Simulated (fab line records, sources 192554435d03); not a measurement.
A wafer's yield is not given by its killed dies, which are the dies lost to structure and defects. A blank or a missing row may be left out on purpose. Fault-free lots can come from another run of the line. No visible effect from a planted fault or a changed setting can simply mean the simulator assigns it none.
fab line records + flow n5_finfet + part 1 of 2: steps 1 to 25 of 26
[record]
- lots = 5
- wafers = 15
- last_day = 20
route steps=1938 shown FIN_SAQP@103 BEOL_M4@1111 PASSIVATION@1936
lots with no fault: from the same line, run without faults
start_h: start of the lot's first displayed wafer, in hours after the record's first day + wait_h: hours elapsed since this lot's preceding step + " repeats the value in the row above + L1.1+2: one row covering several wafers at once + - value missing, or start not given + * or withheld: withheld + < > ~ a bound
route shown NAME@n: a module of which the file shows steps, and the number in the route of the first + usual: average and standard deviation across the fault-free wafers + same: alike in all rows + chamber/n: place in a boat + sites: each site's reading + _std_site: how widely they spread, as a standard deviation + _edge_site: outer sites' mean less inner sites' + radius_mm: how far each site lies from the wafer's centre + mask NAME#n: copy n + behind: the tool/chamber that last shaped the wafer + hold: why the lot was held/for how many hours/how that ended + device: transistor that didn't switch, given as n, p or np + end of line: tests of these same wafers at the route's end + for a step that has no rows: nothing shown but its recipe + killed: at the first sort, the dies lost to defects and structure; wafer yield is something else + map: per-die view of a wafer (x killed, . not killed, _ where there is no die)
set.NAME: the setting the step ran with; set.NAME@STEP: the setting that earlier step ran with + model.NAME: the simulator's own value behind a step, which no gauge read
lots seen at some steps along the route; tables by step, rows by wafer
services: from which hour (start_h, from the record's first day; less than 0 if before it) a tool's chamber was out of use, for how many hours, and why
[[steps]]
[step N5_FIN_SAQP_COAT_49]
[recipe]
- resist = SOC
- temp_c = 250
- time_s = 60
- spin_rpm = 1500
- resist_thk_nm = 100
[step N5_FIN_SAQP_COAT_50]
[recipe]
- resist = SiARC
- temp_c = 220
- time_s = 60
- spin_rpm = 1500
- resist_thk_nm = 35
[step N5_FIN_SAQP_COAT_10]
[recipe]
- resist = CAR-ArF
- spin_rpm = 1500
- resist_thk_nm = 90
[step N5_FIN_SAQP_EBR_12]
[recipe]
- solvent = PGMEA
- ebr_width_mm = 1.5
[step N5_FIN_SAQP_SOFTBAKE_11]
[recipe]
- temp_c = 110
- time_s = 60
- resist = CAR-ArF
[step N5_FIN_SAQP_EXPOSE_13]
[recipe]
- mask_id = FIN_CORE
- na = 1.35
- source_shape = dipole
- sigma_inner = 0.538
- sigma_outer = 0.738
- polarization = te
- target_cd_nm = 35.6
- dose_mj = 63.25
[step N5_FIN_SAQP_PEB_14]
[recipe]
- peb_temp_c = withheld
- peb_time_s = 60
- resist = CAR-ArF
[step N5_FIN_SAQP_DEVELOP_15]
[recipe]
- develop_time_s = 30
- developer = TMAH
- resist = CAR-ArF
- dev_temp_c = 23
- rinse_liquid = diw
- dry = air_spin
[step N5_FIN_SAQP_DESCUM_21]
[recipe]
- chemistry = O2
- time_s = 7.9
- source_power_w = 50
- bias_power_w = 20
- pressure_mtorr = 20
- rf_frequency_hz = 2.712e+07
- temp_c = 40
- resist = CAR-ArF
- o2_flow_sccm = 225
[step N5_FIN_SAQP_ETCH_51]
[recipe]
- chemistry = CF4
- target = SiARC
- target_depth_a = 455
- mask_material = CAR-ArF
- time_s = 75.8
- ion_energy_ev = 80
- pressure_mtorr = 40
- source_w = 545
- bias_w = 36
- Ar_flow_sccm = 100
- cf4_flow_sccm = 100
- ends = cleared
[usual]
- bias_w = 36.01/0.1
- cf4_flow_sccm = 100.0/0.34
- drypump_motor_current_A = 5.6/0.52
- etch_rf_on_time_s = 76.6/2
- oes_product_au = 0.67/0.071
- rf_vpp_V = 184.1/0.99
- showerhead_plenum_p_Torr = 2.15/0.044
- throttle_valve_pct = 15.45/0.2
| lot.wafer | tool        | chamber | start_h | wait_h | bias_w | cf4_flow_sccm | drypump_motor_current_A | etch_rf_on_time_s | oes_product_au | rf_hours_counter_h | rf_vpp_V | showerhead_plenum_p_Torr | throttle_valve_pct | model.CAR-ArF_of_FIN_SAQP_COAT_10.thk_nm |
|-----------|-------------|---------|---------|--------|--------|---------------|-------------------------|-------------------|----------------|--------------------|----------|--------------------------|--------------------|------------------------------------------|
| L387.2    | rie_diel-05 | 0       | 27.78   | 0.0    | 36.11  | 100.6         | 5.3                     | 77.0              | 0.71           | 61                 | 183.6    | 2.18                     | 15.44              | 51.1                                     |
| L387.4    | "           | 3       | "       | "      | 36.06  | 100.2         | 5.3                     | 78.8              | 0.57           | -                  | 184.0    | 2.12                     | 15.78              | 50.89                                    |
| L387.5    | "           | 0       | "       | "      | 36.15  | 100.6         | 5.3                     | 76.8              | 0.72           | -                  | 183.9    | 2.18                     | 15.46              | 51.3                                     |
| L397.4    | rie_diel-04 | 3       | 88.50   | 0.0    | -      | -             | -                       | -                 | -              | -                  | -        | -                        | -                  | 83.46                                    |
| L397.5    | "           | 3       | "       | "      | -      | -             | -                       | -                 | -              | -                  | -        | -                        | -                  | 83.44                                    |
| L397.6    | "           | 2       | "       | "      | -      | -             | -                       | -                 | -              | -                  | -        | -                        | -                  | 83.6                                     |
| L398.1    | rie_diel-04 | 0       | 93.85   | 0.0    | -      | -             | -                       | -                 | -              | -                  | -        | -                        | -                  | 83.02                                    |
| L398.2    | "           | 1       | "       | "      | -      | -             | -                       | -                 | -              | -                  | -        | -                        | -                  | 82.82                                    |
| L398.6    | "           | 0       | "       | "      | -      | -             | -                       | -                 | -              | -                  | -        | -                        | -                  | 83.19                                    |
| L399.1    | rie_diel-05 | 1       | 100.55  | 0.0    | -      | -             | -                       | -                 | -              | -                  | -        | -                        | -                  | 83.52                                    |
| L399.4    | "           | 3       | "       | "      | -      | -             | -                       | -                 | -              | -                  | -        | -                        | -                  | 83.3                                     |
| L399.6    | "           | 2       | "       | "      | -      | -             | -                       | -                 | -              | -                  | -        | -                        | -                  | 83.19                                    |
| L409.3    | rie_diel-04 | 3       | 160.55  | 0.0    | 35.77  | 99.8          | 6.6                     | 75.5              | 0.62           | 202                | 185.6    | 2.20                     | 15.47              | 51.22                                    |
| L409.5    | "           | 1       | "       | "      | 36.02  | 100.2         | 6.4                     | 75.5              | 0.77           | -                  | 185.2    | 2.18                     | 15.52              | 51.27                                    |
| L409.6    | "           | 0       | "       | "      | 35.90  | 100.5         | 5.7                     | 77.5              | 0.58           | -                  | 183.6    | 2.13                     | 15.62              | 51.33                                    |
[step N5_FIN_SAQP_ETCH_52]
[recipe]
- chemistry = N2/H2
- target = SOC
- target_depth_a = 1000
- overetch_a = 200
- mask_material = SiARC
- temp_c = 40
- time_s = 150
- ion_energy_ev = 200
- pressure_mtorr = 30
- source_w = 840
- bias_w = 150
- n2_flow_sccm = 200
- h2_flow_sccm = 200
- ends = end_point
[usual]
- bias_w = 150.0/0.45
- chamber_pressure_mTorr = 30.00/0.032
- drypump_motor_current_A = 5.6/0.53
- oes_product_au = 0.70/0.073
- rf_vpp_V = 524.0/2
- showerhead_plenum_p_Torr = 2.55/0.068
- throttle_valve_pct = 17.62/0.24
| lot.wafer | tool        | chamber | start_h | wait_h | bias_w | chamber_pressure_mTorr | drypump_motor_current_A | oes_product_au | rf_hours_counter_h | rf_vpp_V | showerhead_plenum_p_Torr | throttle_valve_pct |
|-----------|-------------|---------|---------|--------|--------|------------------------|-------------------------|----------------|--------------------|----------|--------------------------|--------------------|
| L387.2    | rie_diel-05 | 0       | 27.87   | 0.1    | 149.8  | 30.06                  | 5.3                     | 0.76           | 61                 | 526.3    | 2.57                     | 17.52              |
| L387.4    | "           | 3       | "       | "      | 150.2  | 30.03                  | 5.2                     | 0.61           | -                  | 523.1    | 2.51                     | 17.95              |
| L387.5    | "           | 0       | "       | "      | 150.3  | 29.97                  | 5.3                     | 0.75           | -                  | 524.0    | 2.57                     | 17.52              |
| L397.4    | rie_diel-04 | 3       | 88.55   | 0.0    | 150.1  | 30.06                  | 6.6                     | 0.28           | 184                | 526.9    | 2.62                     | 17.49              |
| L397.5    | "           | 3       | "       | "      | 150.4  | 29.98                  | 6.6                     | 0.28           | -                  | 526.3    | 2.62                     | 17.47              |
| L397.6    | "           | 2       | "       | "      | 151.1  | 29.98                  | 4.9                     | 0.29           | -                  | 524.0    | 2.57                     | 17.36              |
| L398.1    | rie_diel-04 | 0       | 93.91   | 0.0    | 149.3  | 29.98                  | 5.7                     | 0.26           | 206                | 524.1    | 2.49                     | 17.46              |
| L398.2    | "           | 1       | "       | "      | 150.2  | 29.99                  | 6.3                     | 0.36           | 10                 | 527.0    | 2.62                     | 17.84              |
| L398.6    | "           | 0       | "       | "      | 149.9  | 29.99                  | 5.7                     | 0.26           | -                  | 523.9    | 2.49                     | 17.47              |
| L399.1    | rie_diel-05 | 1       | 100.61  | 0.0    | 149.1  | 30.05                  | 6.4                     | 0.35           | 15                 | 520.2    | 2.50                     | 17.35              |
| L399.4    | "           | 3       | "       | "      | 149.3  | 30.01                  | 5.3                     | 0.25           | 249                | 523.4    | 2.50                     | 17.95              |
| L399.6    | "           | 2       | "       | "      | 150.3  | 29.99                  | 5.4                     | 0.30           | -                  | 522.2    | 2.55                     | 17.34              |
| L409.3    | rie_diel-04 | 3       | 160.61  | 0.0    | 150.3  | 30.05                  | 6.6                     | 0.64           | 202                | 526.9    | 2.61                     | 17.56              |
| L409.5    | "           | 1       | "       | "      | 150.9  | 30.01                  | 6.4                     | 0.80           | -                  | 525.1    | 2.61                     | 17.91              |
| L409.6    | "           | 0       | "       | "      | 150.5  | 30.01                  | 5.8                     | 0.62           | -                  | 523.2    | 2.49                     | 17.55              |
[step N5_FIN_SAQP_STRIP_53]
[recipe]
- chemistry = N2/H2
- temp_c = 40
- n2_flow_sccm = 200
- h2_flow_sccm = 200
- rf_frequency_hz = 6e+07
[step N5_FIN_SAQP_HM_OPEN_73]
[recipe]
- chemistry = CHF3/O2
- target = SiO2
- stop_on = a-Si
- target_depth_a = 120
- over_etch_frac = 1.8
- mask_material = SOC
- time_s = 16.8
- pressure_mtorr = 30
- source_w = 650
- bias_w = 170
- Ar_flow_sccm = 200
- CHF3_flow_sccm = 50
- O2_flow_sccm = 5
- ion_energy_ev = 200
- ends = end_point
[usual]
- drypump_motor_current_A = 5.6/0.52
- oes_o_777_au = 0.78/0.075
- oes_product_au = 0.47/0.049
- rf_vpp_V = 526/16
- showerhead_plenum_p_Torr = 2.42/0.052
- throttle_valve_pct = 18.66/0.2
| lot.wafer | tool        | chamber | start_h | wait_h | drypump_motor_current_A | oes_o_777_au | oes_product_au | rf_hours_counter_h | rf_vpp_V | showerhead_plenum_p_Torr | throttle_valve_pct |
|-----------|-------------|---------|---------|--------|-------------------------|--------------|----------------|--------------------|----------|--------------------------|--------------------|
| L387.2    | rie_diel-05 | 0       | 28.03   | 0.0    | 5.3                     | 0.81         | 0.50           | 61                 | 527      | 2.45                     | 18.66              |
| L387.4    | "           | 3       | "       | "      | 5.3                     | 0.67         | 0.41           | -                  | 543      | 2.38                     | 18.89              |
| L387.5    | "           | 0       | "       | "      | 5.2                     | 0.80         | 0.51           | -                  | 527      | 2.45                     | 18.65              |
| L397.4    | rie_diel-04 | 3       | 88.66   | 0.0    | 6.6                     | 0.76         | 0.27           | 184                | 498      | 2.48                     | 18.48              |
| L397.5    | "           | 3       | "       | "      | 6.5                     | 0.75         | 0.28           | -                  | 498      | 2.48                     | 18.49              |
| L397.6    | "           | 2       | "       | "      | 4.9                     | 0.75         | 0.30           | -                  | 540      | 2.43                     | 18.36              |
| L398.1    | rie_diel-04 | 0       | 94.01   | 0.0    | 5.7                     | 0.71         | 0.26           | 206                | 528      | 2.41                     | 18.77              |
| L398.2    | "           | 1       | "       | "      | 6.4                     | 0.88         | 0.35           | 10                 | 546      | 2.48                     | 18.84              |
| L398.6    | "           | 0       | "       | "      | 5.7                     | 0.70         | 0.26           | -                  | 529      | 2.41                     | 18.78              |
| L399.1    | rie_diel-05 | 1       | 100.72  | 0.0    | 6.4                     | 0.88         | 0.34           | 15                 | 507      | 2.38                     | 18.43              |
| L399.4    | "           | 3       | "       | "      | 5.2                     | 0.66         | 0.25           | 249                | 542      | 2.37                     | 18.88              |
| L399.6    | "           | 2       | "       | "      | 5.4                     | 0.79         | 0.29           | -                  | 534      | 2.45                     | 18.49              |
| L409.3    | rie_diel-04 | 3       | 160.71  | 0.0    | 6.6                     | 0.74         | 0.43           | 202                | 497      | 2.47                     | 18.55              |
| L409.5    | "           | 1       | "       | "      | 6.4                     | 0.84         | 0.54           | -                  | 546      | 2.47                     | 18.90              |
| L409.6    | "           | 0       | "       | "      | 5.8                     | 0.70         | 0.42           | -                  | 527      | 2.41                     | 18.83              |
[step N5_FIN_SAQP_STRIP_74]
[recipe]
- chemistry = CHF3/O2
- resist = SiARC
- rf_frequency_hz = 6e+07
[step N5_FIN_SAQP_MANDREL_ETCH_22]
[recipe]
- target_depth_a = 600
- chemistry = HBr/Cl2
- target = a-Si
- stop_on = SiNx
- bt_time_s = 10
- over_etch_frac = 0.5
- time_s = 30
- pressure_mtorr = 10
- icp_w = 800
- bias_w = 75
- HBr_flow_sccm = 150
- Cl2_flow_sccm = 80
- ends = end_point
[usual]
- HBr_flow_sccm = 150.0/0.47
- bias_w = 75.01/0.22
- drypump_motor_current_A = 5.7/0.4
- oes_product_au = 0.774/0.013
- throttle_valve_pct = 35.3/0.37
| lot.wafer | tool      | chamber | start_h | wait_h | HBr_flow_sccm | bias_w | drypump_motor_current_A | oes_product_au | rf_hours_counter_h | throttle_valve_pct |
|-----------|-----------|---------|---------|--------|---------------|--------|-------------------------|----------------|--------------------|--------------------|
| L387.2    | rie_si-01 | 2       | 28.14   | 0.0    | 150.3         | 74.84  | 6.0                     | 0.754          | 1                  | 35.3               |
| L387.4    | "         | 0       | "       | "      | 149.6         | 74.90  | 5.5                     | 0.765          | 5                  | 35.6               |
| L387.5    | "         | 3       | "       | "      | 150.0         | 75.08  | 5.8                     | 0.796          | -                  | 34.7               |
| L397.4    | rie_si-02 | 3       | 88.74   | 0.0    | 150.0         | 75.00  | 4.8                     | 0.310          | 77                 | 35.8               |
| L397.5    | "         | 0       | "       | "      | 149.6         | 75.07  | 5.9                     | 0.307          | -                  | 36.1               |
| L397.6    | "         | 1       | "       | "      | 150.1         | 74.81  | 5.9                     | 0.309          | -                  | 36.5               |
| L398.1    | rie_si-01 | 1       | 94.10   | 0.0    | 149.6         | 75.01  | 5.7                     | 0.307          | 11                 | 36.7               |
| L398.2    | "         | 0       | "       | "      | 149.6         | 74.95  | 5.5                     | 0.306          | 6                  | 36.6               |
| L398.6    | "         | 2       | "       | "      | 150.0         | 75.08  | 6.0                     | 0.302          | -                  | 36.3               |
| L399.1    | rie_si-04 | 0       | 100.80  | 0.0    | 150.2         | 75.11  | 6.1                     | 0.300          | 110                | 36.5               |
| L399.4    | "         | 3       | "       | "      | 150.1         | 74.74  | 6.5                     | 0.295          | 144                | 36.5               |
| L399.6    | "         | 1       | "       | "      | 149.6         | 74.91  | 5.6                     | 0.306          | -                  | 36.8               |
| L409.3    | rie_si-01 | 3       | 160.80  | 0.0    | 150.0         | 74.94  | 5.8                     | 0.785          | 107                | 34.7               |
| L409.5    | "         | 3       | "       | "      | 150.1         | 74.77  | 5.8                     | 0.784          | -                  | 34.7               |
| L409.6    | "         | 0       | "       | "      | 149.9         | 75.18  | 5.4                     | 0.760          | -                  | 35.6               |
[step N5_FIN_SAQP_STRIP_55]
[recipe]
- chemistry = N2/H2
- power_w = 500
- temp_c = 40
- pressure_mtorr = 50
- rf_frequency_hz = 6e+07
- overash_fraction = 0.3
- bias_power_w = 28
- h2_frac = 0.5
- n2_flow_sccm = 300
- h2_flow_sccm = 300
[step N5_FIN_SAQP_STRIP_23]
[recipe]
- chemistry = SPM
- time_s = 750
- temp_c = 130
- h2so4_h2o2_vol_ratio = 4
[step N5_FIN_SAQP_SRD_66]
[recipe]
- dry = ipa_marangoni
- time_s = 30
- temp_c = 23
- rinse_liquid = diw
[step N5_FIN_SAQP_RECESS_75]
[recipe]
- chemistry = HF/NH3
- target = SiO2
- target_depth_a = 144
- afs_cycles = 3
- temp_c = 30
- sublimation_temp_c = 180
- sublimation_time_s = 60
[step N5_FIN_SAQP_SPACER1_ALD_24]
[recipe]
- material = SiO2
- target_thk_a = 203
- temp_c = 300
- ald_precursor_family = BDEAS
- ald_co_reactant = O2-plasma
- pulse_time_s = 1
- purge_time_s = 2
- co_reactant_purge_time_s = 2
- ald_cycles = 218
- pressure_torr = 2
[step N5_FIN_SAQP_SPACER1_ETCHBACK_25]
[recipe]
- chemistry = CHF3/O2
- mode = anisotropic_etchback
- target = SiO2
- target_depth_a = 244
- time_s = 12.2
- pressure_mtorr = 30
- source_w = 650
- bias_w = 170
- Ar_flow_sccm = 200
- CHF3_flow_sccm = 50
- O2_flow_sccm = 5
- ion_energy_ev = 200
[usual]
- drypump_motor_current_A = 5.5/0.46
- oes_o_777_au = 0.78/0.074
- oes_product_au = 0.78/0.078
- rf_vpp_V = 526/15
- showerhead_plenum_p_Torr = 2.41/0.064
- throttle_valve_pct = 18.74/0.19
[same]
- time_s = 12.2
| lot.wafer | tool        | chamber | start_h | wait_h | drypump_motor_current_A | oes_o_777_au | oes_product_au | rf_hours_counter_h | rf_vpp_V | showerhead_plenum_p_Torr | throttle_valve_pct |
|-----------|-------------|---------|---------|--------|-------------------------|--------------|----------------|--------------------|----------|--------------------------|--------------------|
| L387.2    | rie_diel-05 | 3       | 30.04   | 0.4    | 5.3                     | 0.66         | 0.67           | 230                | 542      | 2.38                     | 18.97              |
| L387.4    | "           | 3       | "       | "      | 5.3                     | 0.66         | 0.67           | -                  | 541      | 2.38                     | 18.96              |
| L387.5    | "           | 1       | "       | "      | 6.4                     | 0.96         | 0.96           | -                  | 507      | 2.39                     | 18.50              |
| L397.4    | rie_diel-01 | 1       | 90.49   | 0.4    | 5.1                     | 0.77         | 0.29           | 137                | 532      | 2.52                     | 18.70              |
| L397.5    | "           | 2       | "       | "      | 5.3                     | 0.74         | 0.27           | -                  | 525      | 2.32                     | 18.71              |
| L397.6    | "           | 3       | "       | "      | 5.6                     | 0.90         | 0.33           | -                  | 505      | 2.36                     | 18.34              |
| L398.1    | rie_diel-01 | 0       | 95.94   | 0.4    | 5.5                     | 0.74         | 0.27           | 168                | 537      | 2.42                     | 18.84              |
| L398.2    | "           | 2       | "       | "      | 5.2                     | 0.73         | 0.27           | 210                | 524      | 2.32                     | 18.70              |
| L398.6    | "           | 0       | "       | "      | 5.5                     | 0.74         | 0.28           | -                  | 537      | 2.42                     | 18.85              |
| L399.1    | rie_diel-01 | 1       | 102.32  | 0.4    | 5.1                     | 0.77         | 0.28           | 140                | 532      | 2.52                     | 18.71              |
| L399.4    | "           | 2       | "       | "      | 5.3                     | 0.73         | 0.27           | 211                | 525      | 2.31                     | 18.71              |
| L399.6    | "           | 2       | "       | "      | 5.2                     | 0.73         | 0.27           | -                  | 525      | 2.31                     | 18.71              |
| L409.3    | rie_diel-04 | 1       | 162.80  | 0.4    | 6.3                     | 0.85         | 0.90           | 27                 | 548      | 2.47                     | 19.00              |
| L409.5    | "           | 3       | "       | "      | 6.5                     | 0.74         | 0.72           | -                  | 498      | 2.47                     | 18.63              |
| L409.6    | "           | 2       | "       | "      | 4.9                     | 0.73         | 0.74           | -                  | 543      | 2.42                     | 18.51              |
[step N5_FIN_SAQP_MANDREL1_REMOVE_56]
[recipe]
- chemistry = HBr/Cl2/O2
- bt_time_s = 10
- target = a-Si
- stop_on = SiNx
- endpoint = OES-SiCl
- over_etch_frac = 1
- icp_w = 600
- bias_w = 22
- HBr_flow_sccm = 150
- Cl2_flow_sccm = 80
- O2_flow_sccm = 5
- pressure_mtorr = 10
[usual]
- drypump_motor_current_A = 5.7/0.42
- oes_o_777_au = 1.00/0.051
- oes_product_au = 1.001/0.016
- throttle_valve_pct = 36.8/0.34
| lot.wafer | tool      | chamber | start_h | wait_h | drypump_motor_current_A | oes_o_777_au | oes_product_au | rf_hours_counter_h | throttle_valve_pct |
|-----------|-----------|---------|---------|--------|-------------------------|--------------|----------------|--------------------|--------------------|
| L387.2    | rie_si-04 | 0       | 30.13   | 0.1    | 6.1                     | 1.01         | 0.997          | 109                | 36.9               |
| L387.4    | "         | 3       | "       | "      | 6.4                     | 0.94         | 0.990          | 142                | 36.8               |
| L387.5    | "         | 0       | "       | "      | 6.1                     | 1.01         | 1.000          | -                  | 36.9               |
| L397.4    | rie_si-02 | 1       | 90.58   | 0.1    | 5.9                     | 0.90         | 0.374          | 61                 | 36.9               |
| L397.5    | "         | 2       | "       | "      | 5.3                     | 1.07         | 0.376          | -                  | 36.3               |
| L397.6    | "         | 1       | "       | "      | 5.9                     | 0.90         | 0.386          | -                  | 36.9               |
| L398.1    | rie_si-02 | 1       | 96.03   | 0.1    | 5.9                     | 0.90         | 0.377          | 61                 | 36.8               |
| L398.2    | "         | 0       | "       | "      | 5.9                     | 0.95         | 0.388          | 147                | 36.5               |
| L398.6    | "         | 1       | "       | "      | 5.9                     | 0.90         | 0.382          | -                  | 36.9               |
| L399.1    | rie_si-02 | 2       | 102.41  | 0.1    | 5.3                     | 1.06         | 0.378          | 75                 | 36.3               |
| L399.4    | "         | 0       | "       | "      | 5.9                     | 0.95         | 0.378          | 147                | 36.5               |
| L399.6    | "         | 0       | "       | "      | 5.9                     | 0.96         | 0.378          | -                  | 36.4               |
| L409.3    | rie_si-04 | 0       | 162.88  | 0.1    | 6.1                     | 1.01         | 0.981          | 111                | 36.9               |
| L409.5    | "         | 2       | "       | "      | 5.2                     | 1.00         | 1.025          | -                  | 36.8               |
| L409.6    | "         | 1       | "       | "      | 5.6                     | 1.01         | 1.003          | -                  | 37.2               |
[step N5_FIN_SAQP_CD_MEAS_27]
[recipe]
- target_cd_nm = 20
- landing_energy_ev = 1000
- detector = se_inlens
- polarity = line
[usual]
- cd_nm = 20.31/0.26
| lot.wafer | tool      | chamber | start_h | wait_h | cd_nm |
|-----------|-----------|---------|---------|--------|-------|
| L387.2    | cd_sem-03 | 0       | 30.24   | 0.1    | 20.53 |
| L387.4    | "         | 0       | "       | "      | 20.38 |
| L387.5    | "         | 0       | "       | "      | 20.37 |
| L397.4    | cd_sem-01 | 0       | 90.70   | 0.1    | -     |
| L397.5    | "         | 0       | "       | "      | -     |
| L397.6    | "         | 0       | "       | "      | -     |
| L398.1    | cd_sem-03 | 0       | 96.14   | 0.1    | -     |
| L398.2    | "         | 0       | "       | "      | -     |
| L398.6    | "         | 0       | "       | "      | -     |
| L399.1    | cd_sem-01 | 0       | 102.52  | 0.1    | -     |
| L399.4    | "         | 0       | "       | "      | -     |
| L399.6    | "         | 0       | "       | "      | -     |
| L409.3    | cd_sem-01 | 0       | 163.00  | 0.1    | 20.43 |
| L409.5    | "         | 0       | "       | "      | 20.49 |
| L409.6    | "         | 0       | "       | "      | 20.68 |
[step N5_FIN_SAQP_ETCH_57]
[recipe]
- chemistry = CH3F/O2
- target = SiNx
- mask_material = SiO2
- target_depth_a = 325
- time_s = 46.4
- pressure_mtorr = 30
- source_w = 395
- bias_w = 73
- Ar_flow_sccm = 150
- CH3F_flow_sccm = 30
- O2_flow_sccm = 20
- ion_energy_ev = 120
- ends = cleared
[step N5_BEOL_M4_RC_MEAS_101]
[usual]
- DIBL_N = 37.1/2.6
- DIBL_P = 38/3
- IOFF_N = 0.18/0.052
- IOFF_P = 0.25/0.06
- ION_N = 678/15
- ION_P = 467/8.6
- SS_N = 71.7/0.73
- SS_P = 73.7/0.89
- VT_N = 249/4.3
- VT_P = -248/3.8
| lot.wafer | tool      | chamber | start_h | wait_h | DIBL_N[mV/V] | DIBL_P[mV/V] | IOFF_N[nA/um] | IOFF_P[nA/um] | ION_N[uA/um] | ION_P[uA/um] | SS_N[mV/dec] | SS_P[mV/dec] | VT_N[mV] | VT_P[mV] |
|-----------|-----------|---------|---------|--------|--------------|--------------|---------------|---------------|--------------|--------------|--------------|--------------|----------|----------|
| L387.2    | prober-02 | 0       | 228.22  | 0.2    | 37.6         | 40           | 0.20          | 0.25          | 665          | 451          | 71.6         | 74.2         | 248      | -251     |
| L387.4    | "         | 0       | "       | "      | 37.6         | 40           | 0.21          | 0.25          | 683          | 463          | 71.7         | 73.8         | 244      | -249     |
| L387.5    | "         | 0       | "       | "      | 38.0         | 40           | 0.19          | 0.22          | 658          | 446          | 72.0         | 74.0         | 246      | -252     |
| L409.3    | prober-02 | 0       | 375.66  | 0.3    | 38.1         | 39           | 0.22          | 0.27          | 683          | 469          | 72.4         | 74.3         | 245      | -249     |
| L409.5    | "         | 0       | "       | "      | 37.7         | 40           | 0.22          | 0.29          | 690          | 468          | 72.2         | 74.0         | 245      | -247     |
| L409.6    | "         | 0       | "       | "      | 40.0         | 42           | 0.27          | 0.34          | 699          | 472          | 72.8         | 74.7         | 242      | -242     |
[[key]]
[first_sign]
- step = N5_FIN_SAQP_ETCH_51
- reading = tool_record
- direction = missing
[effect]
- step = N5_FIN_SAQP_ETCH_52
- reading = oes_product_au
- direction = down
- sigmas = 5.6
- usual = 0.70
- struck = 0.29
[effect]
- step = N5_FIN_SAQP_HM_OPEN_73
- reading = oes_product_au
- direction = down
- sigmas = 3.7
- usual = 0.47
- struck = 0.29
[effect]
- step = N5_FIN_SAQP_MANDREL_ETCH_22
- reading = oes_product_au
- direction = down
- sigmas = 35
- usual = 0.774
- struck = 0.305
[effect]
- step = N5_FIN_SAQP_SPACER1_ETCHBACK_25
- reading = oes_product_au
- direction = down
- sigmas = 6.4
- usual = 0.78
- struck = 0.28
[effect]
- step = N5_FIN_SAQP_MANDREL1_REMOVE_56
- reading = oes_product_au
- direction = down
- sigmas = 39
- usual = 1.001
- struck = 0.380
[effect]
- step = N5_FIN_SAQP_CD_MEAS_27
- reading = cd_nm
- direction = missing
[effect]
- step = N5_PASSIVATION_PROBE_49
- reading = killed_at_front_end
- direction = up
- sigmas = 94
- usual = 38
- struck = 1121
[model_effect]
- step = N5_FIN_SAQP_ETCH_51
- value = CAR-ArF_of_FIN_SAQP_COAT_10.thk_nm
- without = 50.8
- struck = 83.28
[more_kills_born_at]
- N5_FIN_SAQP_ETCH_51@rie_diel-04 = 6481
- N5_FIN_SAQP_ETCH_51@rie_diel-05 = 3259
met_at N5_FIN_SAQP_ETCH_51
struck_wafers L397.4,L397.5,L397.6,L398.1,L398.2,L398.6,L399.1,L399.4,L399.6
later_rows_left_out L397.4,L397.5,L397.6,L398.1,L398.2,L398.6,L399.1,L399.4,L399.6
onset_between 27.78 88.50
[fault]
- kind = skipped_step_whole
- tool = rie_diel-04,rie_diel-05
- chamber = -
- onset_h = 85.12
- steps = N5_FIN_SAQP_ETCH_51
- scope = struck_lots_only
// later_rows_left_out: the simulator's readings of these wafers behind a module that went badly wrong aren't trusted and aren't shown, but for the sort
